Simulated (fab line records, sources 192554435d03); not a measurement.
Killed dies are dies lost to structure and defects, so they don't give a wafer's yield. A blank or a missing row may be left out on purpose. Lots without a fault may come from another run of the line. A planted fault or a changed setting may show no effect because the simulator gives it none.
Problem report in the 8D (eight disciplines) form, filled by code | flow n5_finfet | the parts of the form that need people (team, actions taken, sign-off) are left out

1. THE PROBLEM
time_to_endpoint_s at N5_BEOL_M3_CMP_52 reads a mean of 92.6 s on 3 wafers of 3 lots; wafers without a fault read 60.5 s with a standard deviation of 2.3. That is +14 standard deviations from the usual mean.
The step: polishes, stops on SiOC, t overpolish 6.8 s, target thk 40 nm.
First seen on wafer L845.2, day 8 18:02, on cmp-02. The record holds 29 wafers of 10 lots with a number at this step. Rule for "out", or "out of limits": more than 4 standard deviations from the usual mean. The other wafers with a number count as sound.

2. WHAT IT IS AND WHAT IT IS NOT
question                    | is                     | is not
which readings at this step | time_to_endpoint_s     | motor_current_A
which lots                  | L845, L846, L847       | L844, L856, L858, L859, L861, L865, L866
which wafers of those lots  | L845.2, L846.4, L847.2 | L845.5, L846.5, L846.6, L847.1, L847.6
read on which tools         | cmp-01, cmp-02, cmp-03 | -
when                        | from day 8 18:02       | up to then (4 sound wafers); but 22 sound wafers of L846, L847, L856, L858, L859, L861, L865, L866 came after

3. SUSPECTS, AND WHAT RULES EACH OUT
Counting: a tool at a process step up to the reading stays a suspect if it ran every lot that is out. Sound lots after the first of them don't rule it out here, since some wafers of a struck lot are sound.
- ecd_cu-02 at N5_BEOL_M3_ECD_50 (material Cu, target thk 300 nm): kept. It ran every lot that is out, first L845 (day 8 17:35); its last sound lot up to then is L844 (day 8 10:37).
Left after counting: ecd_cu-02 at N5_BEOL_M3_ECD_50.

4. THE CAUSE (what the simulator had put in)
Process parameter drift: ecd_cu-02, from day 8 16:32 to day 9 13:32, at N5_BEOL_M3_ECD_50. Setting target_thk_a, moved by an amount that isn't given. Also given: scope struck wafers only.
Counting left only this tool.

5. THE CHAIN OF EFFECTS, in route order
Each row: a reading whose mean over the struck wafers that have a number lies more than 3 standard deviations from the usual. Only readings for which the record gives a usual standard deviation are gone through. hours: the time from each lot's start at the first step in this table that gives one to its start at this step, as a median over the lots. sigmas: the change in usual standard deviations.
hours | step              | reading            | usual  | on struck wafers | change | sigmas
0     | N5_BEOL_M3_CMP_52 | time_to_endpoint_s | 60.5 s | 92.6             | +32.1  | +14
The process steps in it:
- N5_BEOL_M3_CMP_52: polishes, stops on SiOC, t overpolish 6.8 s, target thk 40 nm.
Later measuring or inspecting steps at which every struck wafer that the step has a row for has a number for every such reading, and none has moved that far: N5_BEOL_M4_RC_MEAS_101.

6. WHAT WOULD HAVE CAUGHT IT SOONER
In this record the first reading out of limits was taken at day 8 18:02, 2 hours after the fault began at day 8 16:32.
Of the lots that are out (3), L846, L847 began N5_BEOL_M3_ECD_50 on ecd_cu-02 after day 8 18:02. A hold on the tool at that time would have spared those 2.
